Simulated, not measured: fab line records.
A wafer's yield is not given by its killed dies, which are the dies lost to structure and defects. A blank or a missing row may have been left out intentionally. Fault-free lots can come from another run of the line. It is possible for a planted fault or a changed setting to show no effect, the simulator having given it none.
fab line records | flow nandHarc | part 2 of 2: steps 5 to 6 of 6
record: lots: 24 | wafers: 72 | lastDay: 25
route steps=1159 shown A_CHANNEL_FILL_D1@513 A_STAIRCASE@547
lots untouched by any fault: they come from a run of this same line in which no faults occurred
startH: start of the lot's first displayed wafer, in hours after the record's first day | waitH: hours from the lot's prior step to this one | " as in the row above | L1.1+2: a single row standing in for several wafers | - value missing, or start not given | * or withheld: withheld | < > ~ a bound
route shown NAME@n: a module of which the file shows steps, and the number in the route of the first | usual: mean/standard deviation of fault-free wafers | same: alike in all rows | chamber/n: place in a boat | sites: the reading at each site | _std_site: the values' standard deviation | _edge_site: mean of outer sites minus mean of inner sites | radiusMm: how far each site lies from the wafer's centre | mask NAME#n: copy n | behind: the last tool/chamber to shape the wafer | hold: cause of the lot's hold/its duration in hours/its outcome | device: which transistor (n, p or np) failed to switch | end of line: the route-end tests of the same wafers | step lacking rows: just its recipe | killed: the dies lost at the first sort to structure and to defects; this is not the yield of the wafer | map: a wafer's dies, x killed, . not, _ none there
set.NAME: the setting as run; set.NAME@STEP: as run at that earlier step | model.NAME: the simulator's own value behind a step, which no gauge read
one table for each step of the route and one row for each wafer, over a sample of lots
services: when a tool's chamber went out of use (startH, in hours from the record's first day, below 0 if earlier), for how many hours, and the reason
== steps ==
step: NHARC_A_STAIRCASE_TRIM_202
recipe: timeS: 211.2 | o2FlowSccm: 500 | arFlowSccm: 0 | biasW: 0 | chemistry: O2
usual: drypumpMotorCurrentA: 5.5/0.47 | oesProductAu: 0.997/0.007 | rfVppV: 57.6/0.92 | showerheadPlenumPTorr: 3.52/0.15 | throttleValvePct: 17.037/0.0088
lot.wafer | tool       | chamber | startH | waitH | drypumpMotorCurrentA | oesProductAu | rfHoursCounterH | rfVppV | showerheadPlenumPTorr | throttleValvePct
L074.4    | rieDiel-01 | 1       | -      | -     | 5.5                  | 0.993        | 36              | 57.7   | 3.35                  | 17.040
L074.1    | "          | 2       | "      | "     | 4.8                  | 0.992        | 38              | 58.8   | 3.59                  | 17.038
L074.5    | "          | 3       | "      | "     | 5.2                  | 0.994        | -               | 58.0   | 3.69                  | 17.038
L077.4    | rieDiel-08 | 1       | -      | -     | 6.4                  | 0.992        | 46              | 56.9   | 3.43                  | 17.040
L077.3    | "          | 2       | "      | "     | 5.2                  | 1.013        | 48              | 58.8   | 3.78                  | 17.047
L077.6    | "          | 3       | "      | "     | 5.5                  | 0.989        | -               | 56.9   | 3.31                  | 17.056
L075.4    | rieDiel-08 | 1       | -      | -     | 6.4                  | 0.999        | 48              | 58.8   | 3.43                  | 17.032
L075.2    | "          | 2       | "      | "     | 5.2                  | 0.996        | 50              | 59.5   | 3.78                  | 17.041
L075.6    | "          | 0       | "      | "     | 5.9                  | 1.005        | -               | 57.1   | 3.31                  | 17.033
L076.2    | rieDiel-08 | 0       | -      | -     | 5.9                  | 0.994        | 51              | 57.1   | 3.31                  | 17.038
L076.1    | "          | 1       | "      | "     | 6.4                  | 0.997        | 49              | 58.2   | 3.43                  | 17.035
L076.6    | "          | 3       | "      | "     | 5.5                  | 1.003        | -               | 58.3   | 3.30                  | 17.042
L078.3    | rieDiel-01 | 0       | -      | -     | 5.8                  | 0.985        | 30              | 57.1   | 3.67                  | 17.039
L078.4    | "          | 2       | "      | "     | 4.9                  | 0.998        | 45              | 58.2   | 3.58                  | 17.019
L078.5    | "          | 0       | "      | "     | 5.8                  | 0.984        | -               | 57.8   | 3.67                  | 17.022
L080.3    | rieDiel-01 | 3       | -      | -     | 5.2                  | 0.988        | 36              | 57.7   | 3.68                  | 17.035
L080.1    | "          | 1       | "      | "     | 5.5                  | 0.991        | 46              | 56.8   | 3.34                  | 17.056
L080.2    | "          | 2       | "      | "     | 4.8                  | 0.991        | 48              | 58.4   | 3.58                  | 17.047
L079.2    | rieDiel-01 | 0       | -      | -     | 5.8                  | 0.996        | 32              | 57.4   | 3.67                  | 17.023
L079.3    | "          | 3       | "      | "     | 5.2                  | 0.990        | 37              | 59.3   | 3.68                  | 17.045
L079.5    | "          | 1       | "      | "     | 5.5                  | 1.005        | -               | 56.6   | 3.34                  | 17.027
L082.2    | rieDiel-08 | 0       | -      | -     | 5.9                  | 0.999        | 59              | 55.9   | 3.31                  | 17.027
L082.3    | "          | 3       | "      | "     | 5.5                  | 0.999        | 63              | 58.0   | 3.30                  | 17.036
L082.6    | "          | 0       | "      | "     | 5.9                  | 0.999        | -               | 57.7   | 3.31                  | 17.026
L081.1    | rieDiel-04 | 0       | -      | -     | 5.9                  | 0.997        | 64              | 57.7   | 3.61                  | 17.047
L081.4    | "          | 1       | "      | "     | 5.0                  | 1.001        | -               | 57.6   | 3.50                  | 17.038
L081.6    | "          | 0       | "      | "     | 6.0                  | 1.000        | -               | 57.9   | 3.61                  | 17.029
L084.1    | rieDiel-01 | 3       | -      | -     | 5.2                  | 0.992        | 47              | 57.8   | 3.68                  | 17.033
L084.4    | "          | 1       | "      | "     | 5.5                  | 0.997        | 58              | 57.0   | 3.34                  | 17.039
L084.6    | "          | 0       | "      | "     | 5.8                  | 0.995        | -               | 59.5   | 3.67                  | 17.025
L083.4    | rieDiel-01 | 3       | -      | -     | 5.2                  | 0.988        | 49              | 57.7   | 3.68                  | 17.042
L083.2    | "          | 0       | "      | "     | 5.8                  | 1.000        | 44              | 57.9   | 3.67                  | 17.050
L083.5    | "          | 0       | "      | "     | 5.8                  | 0.977        | -               | 56.7   | 3.67                  | 17.054
L087.1    | rieDiel-04 | 1       | -      | -     | 5.0                  | 0.992        | 4               | 58.9   | 3.49                  | 17.035
L087.4    | "          | 2       | "      | "     | 5.4                  | 0.993        | 10              | 59.1   | 3.49                  | 17.048
L087.5    | "          | 2       | "      | "     | 5.4                  | 1.000        | -               | 57.3   | 3.49                  | 17.048
L086.4    | rieDiel-04 | 0       | -      | -     | 6.0                  | 0.985        | 12              | 58.0   | 3.60                  | 17.036
L086.2    | "          | 1       | "      | "     | 5.0                  | 1.001        | 6               | 58.5   | 3.49                  | 17.031
L086.1    | "          | 2       | "      | "     | 5.4                  | 0.996        | 12              | 58.9   | 3.49                  | 17.034
L085.1    | rieDiel-01 | 2       | -      | -     | 4.8                  | 1.001        | 0               | 58.1   | 3.57                  | 17.031
L085.3    | "          | 3       | "      | "     | 5.1                  | 0.999        | 0               | 57.6   | 3.67                  | 17.050
L085.6    | "          | 0       | "      | "     | 5.8                  | 1.009        | -               | 56.7   | 3.66                  | 17.031
L088.3    | rieDiel-04 | 1       | -      | -     | 5.0                  | 1.006        | 7               | 58.3   | 3.49                  | 17.030
L088.4    | "          | 3       | "      | "     | 6.7                  | 0.993        | 9               | 57.8   | 3.38                  | 17.037
L088.5    | "          | 1       | "      | "     | 5.0                  | 1.007        | -               | 58.0   | 3.49                  | 17.032
L089.1    | rieDiel-04 | 3       | -      | -     | 6.7                  | 0.990        | 11              | 57.4   | 3.38                  | 17.025
L089.4    | "          | 1       | "      | "     | 5.0                  | 1.014        | 9               | 56.4   | 3.49                  | 17.029
L089.5    | "          | 3       | "      | "     | 6.7                  | 0.995        | -               | 57.3   | 3.38                  | 17.036
L090.1    | rieDiel-01 | 3       | -      | -     | 5.2                  | 0.987        | 5               | 58.5   | 3.67                  | 17.042
L090.3    | "          | 2       | "      | "     | 4.8                  | 0.991        | 4               | 58.7   | 3.57                  | 17.046
L090.6    | "          | 0       | "      | "     | 5.8                  | 0.988        | -               | 56.4   | 3.66                  | 17.040
L091.4    | rieDiel-01 | 3       | -      | -     | 5.2                  | 1.006        | 6               | 57.9   | 3.67                  | 17.037
L091.2    | "          | 0       | "      | "     | 5.8                  | 0.998        | 7               | 58.9   | 3.66                  | 17.043
L091.6    | "          | 2       | "      | "     | 4.9                  | 0.997        | -               | 57.5   | 3.57                  | 17.045
L092.2    | rieDiel-01 | 3       | -      | -     | 5.2                  | 0.992        | 6               | 58.3   | 3.67                  | 17.047
L092.3    | "          | 0       | "      | "     | 5.7                  | 1.001        | 7               | 56.5   | 3.66                  | 17.028
L092.6    | "          | 0       | "      | "     | 5.8                  | 0.989        | -               | 59.1   | 3.66                  | 17.048
L093.2    | rieDiel-08 | 2       | -      | -     | 5.2                  | 1.008        | 20              | 57.8   | 3.76                  | 17.024
L093.3    | "          | 0       | "      | "     | 5.9                  | 1.006        | 21              | 57.3   | 3.29                  | 17.037
L093.4    | "          | 2       | "      | "     | 5.2                  | 1.011        | -               | 57.7   | 3.76                  | 17.029
L094.4    | rieDiel-01 | 3       | -      | -     | 5.2                  | 1.003        | 12              | 57.7   | 3.67                  | 17.041
L094.6    | "          | 3       | "      | "     | 5.2                  | 1.002        | -               | 56.8   | 3.67                  | 17.054
L094.5    | "          | 0       | "      | "     | 5.8                  | 1.005        | -               | 58.4   | 3.66                  | 17.020
L095.2    | rieDiel-01 | 3       | -      | -     | 5.2                  | 1.003        | 13              | 57.2   | 3.67                  | 17.031
L095.5    | "          | 1       | "      | "     | 5.5                  | 1.002        | -               | 57.7   | 3.33                  | 17.045
L095.6    | "          | 2       | "      | "     | 4.8                  | 0.996        | -               | 58.3   | 3.56                  | 17.026
L097.4    | rieDiel-08 | 0       | -      | -     | 5.9                  | 0.999        | 29              | 58.1   | 3.29                  | 17.045
L097.3    | "          | 2       | "      | "     | 5.2                  | 1.011        | 28              | 57.9   | 3.75                  | 17.035
L097.6    | "          | 0       | "      | "     | 5.9                  | 1.008        | -               | 57.2   | 3.29                  | 17.033
L096.3    | rieDiel-04 | 1       | -      | -     | 5.0                  | 1.009        | 28              | 57.1   | 3.48                  | 17.035
L096.4    | "          | 2       | "      | "     | 5.4                  | 0.978        | 33              | 57.1   | 3.48                  | 17.023
L096.5    | "          | 1       | "      | "     | 5.0                  | 1.000        | -               | 57.1   | 3.48                  | 17.031
step: NHARC_A_STAIRCASE_ETCH_203
recipe: targetDepthA: 1000 | timeS: 40.5 | ionEnergyEv: 400 | c4f8FlowSccm: 20 | o2FlowSccm: 10 | arFlowSccm: withheld | rfW: 600 | biasW: 1000 | chemistry: C4F8/O2
usual: oesProductAu: 0.940/0.0095 | rfFwdPowerW: 592.8/2.8 | rfVppV: 896/5.7
lot.wafer | tool       | chamber | startH | waitH | oesProductAu | rfFwdPowerW | rfHoursCounterH | rfVppV
L074.1    | rieDiel-01 | 0       | -      | -     | 0.939        | 591.7       | 24              | 902
L074.4    | "          | 2       | "      | "     | 0.936        | 594.5       | 38              | 897
L074.5    | "          | 3       | "      | "     | 0.944        | 597.7       | -               | 903
L077.4    | rieDiel-08 | 2       | -      | -     | 0.946        | 594.9       | 48              | 904
L077.3    | "          | 0       | "      | "     | 0.940        | 590.5       | 48              | 887
L077.6    | "          | 3       | "      | "     | 0.940        | 590.8       | -               | 889
L075.4    | rieDiel-08 | 3       | -      | -     | 0.954        | 593.9       | 52              | 888
L075.2    | "          | 2       | "      | "     | 0.963        | 597.3       | 50              | 907
L075.6    | "          | 0       | "      | "     | 0.944        | 589.5       | -               | 888
L076.2    | rieDiel-08 | 0       | -      | -     | 0.947        | 588.9       | 51              | 888
L076.1    | "          | 1       | "      | "     | 0.944        | 594.9       | 49              | 893
L076.6    | "          | 3       | "      | "     | 0.932        | 592.5       | -               | 887
L078.4    | rieDiel-01 | 2       | -      | -     | 0.955        | 592.5       | 45              | 898
L078.3    | "          | 3       | "      | "     | 0.935        | 596.2       | 33              | 901
L078.5    | "          | 1       | "      | "     | 0.943        | 590.9       | -               | 889
L080.1    | rieDiel-01 | 1       | -      | -     | 0.928        | 593.1       | 46              | 888
L080.3    | "          | 2       | "      | "     | 0.934        | 593.7       | 48              | 898
L080.2    | "          | 0       | "      | "     | 0.929        | 597.2       | 31              | 901
L079.2    | rieDiel-01 | 3       | -      | -     | 0.924        | 595.7       | 37              | 902
L079.3    | "          | 1       | "      | "     | 0.933        | 595.3       | 46              | 889
L079.5    | "          | 3       | "      | "     | 0.934        | 596.9       | -               | 902
L082.3    | rieDiel-08 | 1       | -      | -     | 0.943        | 595.3       | 58              | 892
L082.2    | "          | 3       | "      | "     | 0.949        | 590.5       | 63              | 887
L082.6    | "          | 2       | "      | "     | 0.954        | 596.1       | -               | 903
L081.1    | rieDiel-04 | 2       | -      | -     | 0.946        | 583.9       | 59              | 896
L081.6    | "          | 0       | "      | "     | 0.949        | 588.5       | -               | 901
L081.4    | "          | 2       | "      | "     | 0.939        | 586.9       | -               | 895
L084.4    | rieDiel-01 | 0       | -      | -     | 0.921        | 592.9       | 42              | 901
L084.1    | "          | 1       | "      | "     | 0.928        | 595.5       | 58              | 890
L084.6    | "          | 2       | "      | "     | 0.940        | 595.2       | -               | 898
L083.4    | rieDiel-01 | 1       | -      | -     | 0.937        | 591.0       | 60              | 890
L083.2    | "          | 2       | "      | "     | 0.939        | 591.4       | 62              | 897
L083.5    | "          | 0       | "      | "     | 0.927        | 591.6       | -               | 900
L087.4    | rieDiel-04 | 1       | -      | -     | 0.938        | 592.7       | 4               | 894
L087.1    | "          | 3       | "      | "     | 0.946        | 592.0       | 6               | 891
L087.5    | "          | 2       | "      | "     | 0.944        | 585.4       | -               | 895
L086.4    | rieDiel-04 | 0       | -      | -     | 0.933        | 588.9       | 12              | 898
L086.1    | "          | 1       | "      | "     | 0.947        | 591.5       | 6               | 895
L086.2    | "          | 3       | "      | "     | 0.920        | 594.5       | 8               | 891
L085.3    | rieDiel-01 | 0       | -      | -     | 0.935        | 593.9       | 0               | 900
L085.1    | "          | 1       | "      | "     | 0.939        | 589.6       | 0               | 887
L085.6    | "          | 1       | "      | "     | 0.945        | 591.6       | -               | 890
L088.3    | rieDiel-04 | 3       | -      | -     | 0.961        | 591.9       | 9               | 890
L088.4    | "          | 0       | "      | "     | 0.943        | 587.9       | 13              | 897
L088.5    | "          | 3       | "      | "     | 0.951        | 591.7       | -               | 890
L089.1    | rieDiel-04 | 1       | -      | -     | 0.949        | 592.8       | 9               | 894
L089.4    | "          | 2       | "      | "     | 0.956        | 590.0       | 16              | 893
L089.5    | "          | 0       | "      | "     | 0.941        | 588.2       | -               | 899
L090.1    | rieDiel-01 | 1       | -      | -     | 0.939        | 592.5       | 5               | 888
L090.3    | "          | 2       | "      | "     | 0.942        | 591.7       | 5               | 898
L090.6    | "          | 2       | "      | "     | 0.937        | 591.8       | -               | 895
L091.2    | rieDiel-01 | 2       | -      | -     | 0.936        | 594.0       | 6               | 896
L091.4    | "          | 3       | "      | "     | 0.943        | 595.3       | 6               | 902
L091.6    | "          | 2       | "      | "     | 0.933        | 592.5       | -               | 896
L092.3    | rieDiel-01 | 0       | -      | -     | 0.931        | 593.1       | 7               | 902
L092.2    | "          | 1       | "      | "     | 0.940        | 593.2       | 7               | 891
L092.6    | "          | 3       | "      | "     | 0.944        | 595.6       | -               | 901
L093.3    | rieDiel-08 | 3       | -      | -     | 0.947        | 589.1       | 19              | 887
L093.2    | "          | 0       | "      | "     | 0.936        | 590.7       | 21              | 887
L093.4    | "          | 0       | "      | "     | 0.936        | 587.3       | -               | 886
L094.4    | rieDiel-01 | 3       | -      | -     | 0.944        | 593.9       | 12              | 901
L094.5    | "          | 3       | "      | "     | 0.932        | 595.1       | -               | 900
L094.6    | "          | 0       | "      | "     | 0.924        | 593.5       | -               | 901
L095.2    | rieDiel-01 | 3       | -      | -     | 0.953        | 598.2       | 13              | 900
L095.5    | "          | 0       | "      | "     | 0.955        | 594.6       | -               | 901
L095.6    | "          | 1       | "      | "     | 0.929        | 595.1       | -               | 890
L097.3    | rieDiel-08 | 0       | -      | -     | 0.940        | 589.9       | 29              | 887
L097.4    | "          | 2       | "      | "     | 0.957        | 592.5       | 28              | 904
L097.6    | "          | 0       | "      | "     | 0.936        | 590.5       | -               | 886
L096.4    | rieDiel-01 | 3       | 387.53 | -     | 0.942        | 595.8       | 19              | 901
L096.3    | "          | 2       | "      | "     | 0.936        | 590.4       | 19              | 897
L096.5    | "          | 0       | "      | "     | 0.932        | 592.5       | -               | 900
== services ==
tool       | chamber | startH | hours | kind
rieDiel-01 | 0       | 220.86 | -     | clean
rieDiel-01 | 1       | 220.86 | -     | clean
cmp-03     | -       | 225.39 | 1.9   | repair
rieDiel-04 | 2       | 230.12 | 1.6   | repair
cmp-03     | -       | 237.78 | 9.0   | repair
cmp-03     | -       | 254.21 | 4.0   | pm
rieDiel-04 | 3       | 257.33 | 51.6  | repair
cmp-03     | -       | 259.98 | 1.4   | repair
cmp-04     | -       | 269.16 | 0.8   | repair
cmp-01     | -       | 273.29 | 1.3   | repair
cmp-01     | -       | 277.50 | 4.0   | pm
cmp-01     | -       | 300.60 | 1.1   | repair
cmp-04     | -       | 301.16 | 4.0   | pm
rieDiel-08 | -       | 302.10 | 9.0   | pm
rieDiel-04 | 1       | 307.14 | 9.6   | repair
rieDiel-01 | -       | 315.57 | 9.0   | pm
cmp-04     | -       | 322.48 | 0.7   | repair
cmp-04     | -       | 331.62 | 1.4   | repair
cmp-04     | -       | 340.92 | 21.5  | repair
cmp-01     | -       | 344.03 | 1.0   | repair
rieDiel-08 | 1       | 346.30 | 13.8  | repair
cmp-03     | -       | 352.21 | 4.0   | pm
cmp-03     | -       | 360.78 | 1.2   | repair
cmp-01     | -       | 375.50 | 4.0   | pm
